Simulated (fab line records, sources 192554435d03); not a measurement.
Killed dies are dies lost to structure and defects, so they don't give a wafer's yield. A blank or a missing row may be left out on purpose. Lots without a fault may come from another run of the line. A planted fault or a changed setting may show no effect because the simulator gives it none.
Chamber matching | flow n5_finfet | N5_PMOS_HMC_CHANNEL_EPI_STRIP_33 on rie_diel-02: 4 sister chambers
The step strips in N2/H2. 4 wafers are shown with their chamber, then 8 later ones without.

WAFERS WITH THEIR CHAMBER
wafer  | chamber | showerhead_plenum_p_Torr (Torr)
L080.1 | 3       | 3.34
L088.1 | 0       | 3.48
L088.5 | 1       | 3.21
L089.4 | 2       | 3.51

WAFERS WITHOUT THEIR CHAMBER
wafer  | showerhead_plenum_p_Torr (Torr)
L089.5 | 3.51
L089.6 | 3.33
L090.1 | 3.50
L090.2 | 3.21
L090.5 | 3.48
L093.2 | 3.32
L093.4 | 3.20
L093.5 | 3.47

WHICH CHAMBER EACH WENT THROUGH
wafer  | from the rows above     | in truth
L089.5 | 2                       | 2
L089.6 | 3                       | 3
L090.1 | can't be placed: 2 or 0 | 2
L090.2 | 1                       | 1
L090.5 | 0                       | 0
L093.2 | 3                       | 3
L093.4 | 1                       | 1
L093.5 | 0                       | 0
Placed correctly: 7 of 8. Can't be placed from these rows: 1 (the true chamber is among the candidates in 1). Placed wrongly: 0.
How it was worked out, from the rows above alone: a wafer's distance from a chamber is the root of the sum, over the readings, of the square of ((its reading less the chamber's mean) divided by the reading's scatter). The wafer belongs to the nearest chamber; if the next one is less than 2 further off, it can't be placed. A chamber's mean is the mean of its shown wafers. The scatter: with one shown wafer a chamber, the root of the mean of the squares of how far each hidden wafer lies from its nearest shown one.
